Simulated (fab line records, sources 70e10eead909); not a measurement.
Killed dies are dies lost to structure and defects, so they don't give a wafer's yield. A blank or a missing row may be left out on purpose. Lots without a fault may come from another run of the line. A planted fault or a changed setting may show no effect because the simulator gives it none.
Chamber matching | flow nand_harc | NHARC_A_STAIRCASE_DEP_156 on pecvd-04: 3 sister chambers
The step deposits SiNx, target thk 50 nm. 30 wafers are shown with their chamber, then 12 later ones without.

WAFERS WITH THEIR CHAMBER
wafer  | chamber | heater_power_w (W) | showerhead_vpp_V (V)
L074.1 | 1       | 685                | 1281
L074.2 | 0       | 642                | 1237
L074.3 | 2       | 854                | 1305
L077.1 | 0       | 628                | 1254
L077.3 | 2       | 820                | 1287
L077.6 | 1       | 702                | 1263
L076.1 | 2       | 735                | 1304
L076.4 | 0       | 659                | 1231
L076.6 | 1       | 643                | 1251
L079.1 | 2       | 755                | 1288
L079.2 | 0       | 647                | 1235
L079.6 | 0       | 615                | 1236
L078.1 | 1       | 620                | 1270
L078.3 | 2       | 878                | 1317
L078.6 | 0       | 596                | 1232
L081.2 | 2       | 827                | 1314
L081.3 | 0       | 569                | 1238
L081.4 | 0       | 578                | 1242
L080.1 | 0       | 634                | 1244
L080.3 | 2       | 800                | 1291
L080.4 | 0       | 640                | 1248
L082.1 | 0       | 522                | 1202
L082.3 | 1       | 729                | 1302
L082.5 | 2       | 864                | 1281
L085.1 | 0       | 655                | 1237
L085.3 | 1       | 734                | 1254
L085.4 | 1       | 724                | 1265
L088.1 | 1       | 723                | 1283
L088.2 | 0       | 576                | 1245
L088.4 | 0       | 557                | 1236

SIGNATURES (means of the wafers above)
reading          | chamber 0 | chamber 1 | chamber 2 | scatter within a chamber
heater_power_w   | 608.43    | 695.00    | 816.62    | 44.8
showerhead_vpp_V | 1236.93   | 1271.12   | 1298.38   | 13.7
Rule: a wafer's distance from a chamber is the root of the sum, over the readings, of the square of ((its reading less the chamber's mean) divided by the reading's scatter). The wafer belongs to the nearest chamber; if the next one is less than 2 further off, it can't be placed. The scatter: the root of (the sum of the squares of (reading less its chamber's mean) over the shown wafers, divided by (wafers less chambers)).

WAFERS WITHOUT THEIR CHAMBER
wafer  | heater_power_w (W) | showerhead_vpp_V (V)
L091.2 | 678                | 1245
L091.3 | 700                | 1294
L091.4 | 700                | 1293
L090.2 | 620                | 1220
L090.5 | 797                | 1314
L090.6 | 619                | 1254
L093.2 | 736                | 1298
L093.3 | 639                | 1224
L093.6 | 626                | 1249
L092.2 | 630                | 1271
L092.5 | 843                | 1308
L092.6 | 617                | 1242

WHICH CHAMBER EACH WENT THROUGH
wafer  | from the rows above     | in truth
L091.2 | can't be placed: 0 or 1 | 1
L091.3 | can't be placed: 1 or 2 | 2
L091.4 | can't be placed: 1 or 2 | 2
L090.2 | 0                       | 0
L090.5 | 2                       | 2
L090.6 | can't be placed: 0 or 1 | 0
L093.2 | can't be placed: 2 or 1 | 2
L093.3 | 0                       | 0
L093.6 | can't be placed: 0 or 1 | 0
L092.2 | can't be placed: 1 or 0 | 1
L092.5 | 2                       | 2
L092.6 | 0                       | 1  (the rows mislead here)
Placed correctly: 4 of 12. Can't be placed from these rows: 7 (the true chamber is among the candidates in 7). Placed wrongly: 1.
